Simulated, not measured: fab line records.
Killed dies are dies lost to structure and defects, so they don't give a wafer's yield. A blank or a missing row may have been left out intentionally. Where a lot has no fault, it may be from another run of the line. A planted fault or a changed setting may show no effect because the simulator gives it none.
Matching of chambers -- flow n5-finfet -- N5_BEOL_M4_ETCH_74 on rie-diel-03 has 4 sister chambers
The step etches underlayer in N2/H2, target depth 6.5 nm, time 5.2 s. 4 wafers are shown with their chamber, then 11 later ones without.

== EACH WAFER AND ITS CHAMBER ==
wafer,chamber,showerhead-plenum-p-Torr (Torr)
L088.1,2,2.40
L091.3,0,2.55
L091.6,3,2.69
L093.1,1,2.49

== WAFERS WITH NO CHAMBER GIVEN ==
wafer,showerhead-plenum-p-Torr (Torr)
L093.3,2.39
L093.5,2.49
L094.1,2.39
L094.2,2.69
L094.3,2.49
L094.4,2.54
L094.5,2.69
L094.6,2.39
L095.1,2.69
L095.5,2.49
L095.6,2.39

== CHAMBER TAKEN BY EACH ==
wafer,from the rows above,in truth
L093.3,2,2
L093.5,1,1
L094.1,2,2
L094.2,3,3
L094.3,1,1
L094.4,0,0
L094.5,3,3
L094.6,2,2
L095.1,3,3
L095.5,1,1
L095.6,2,2
11 of 11 placed correctly. Can't be placed from these rows: 0. Placed wrongly: 0.
How it was worked out, from the rows above alone: a wafer's distance from a chamber is the root of the sum, over the readings, of the square of ((its reading less the chamber's mean) divided by the reading's scatter). The wafer belongs to the nearest chamber; if the next one is less than 2 further off, it can't be placed. Each chamber's mean is taken over the wafers shown for it. The scatter (one wafer shown for each chamber): square how far every hidden wafer sits from the nearest shown wafer, average those squares and take the square root.
